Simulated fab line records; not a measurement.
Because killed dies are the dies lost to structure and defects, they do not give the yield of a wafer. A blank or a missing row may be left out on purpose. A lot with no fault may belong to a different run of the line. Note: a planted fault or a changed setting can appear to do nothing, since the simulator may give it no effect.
Chamber matching	flow nand harc	NHARC_A_STAIRCASE_CMP_152 on cmp-02: 4 sister chambers
The step polishes. 8 wafers are shown with their chamber, then 9 later ones without.

## WAFERS PAIRED WITH THEIR CHAMBERS
wafer	chamber	motor current A (A)	retaining ring pressure frac
L075.4	1	11.4	0.995
L080.1	1	10.6	1.004
L080.6	2	12.8	0.999
L081.2	0	12.6	1.000
L081.5	3	12.6	1.005
L084.1	0	12.8	1.012
L084.4	2	12.7	0.995
L084.5	3	12.7	1.003

## WAFERS MISSING THEIR CHAMBER
wafer	motor current A (A)	retaining ring pressure frac
L091.2	10.9	1.000
L091.3	12.2	0.993
L091.4	12.7	0.994
L095.2	13.2	0.993
L095.3	12.1	1.003
L095.6	12.3	1.000
L097.2	11.2	1.004
L097.3	12.6	1.002
L097.5	13.0	1.006

## THE CHAMBER EACH PASSED THROUGH
wafer	from the rows above	in truth
L091.2	1	1
L091.3	can't be placed: 2 or 3 or 0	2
L091.4	can't be placed: 2 or 3 or 0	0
L095.2	can't be placed: 2 or 3 or 0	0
L095.3	can't be placed: 3 or 0 or 2 or 1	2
L095.6	can't be placed: 3 or 2 or 0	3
L097.2	1	1
L097.3	can't be placed: 3 or 0 or 2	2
L097.5	can't be placed: 0 or 3 or 2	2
Correctly placed: 2 of 9. Unplaceable from these rows: 7, with the true chamber sitting among the candidates in 7. Wrongly placed: 0.
How it was worked out, from the rows above alone: a wafer's distance from a chamber is the root of the sum, over the readings, of the square of ((its reading less the chamber's mean) divided by the reading's scatter). The wafer belongs to the nearest chamber; if the next one is less than 2 further off, it can't be placed. Each chamber's mean is taken over the wafers shown for it. How the scatter is found: for the shown wafers, subtract from each reading the mean of its chamber, square and add these, divide the total by (wafers less chambers), then take the root.
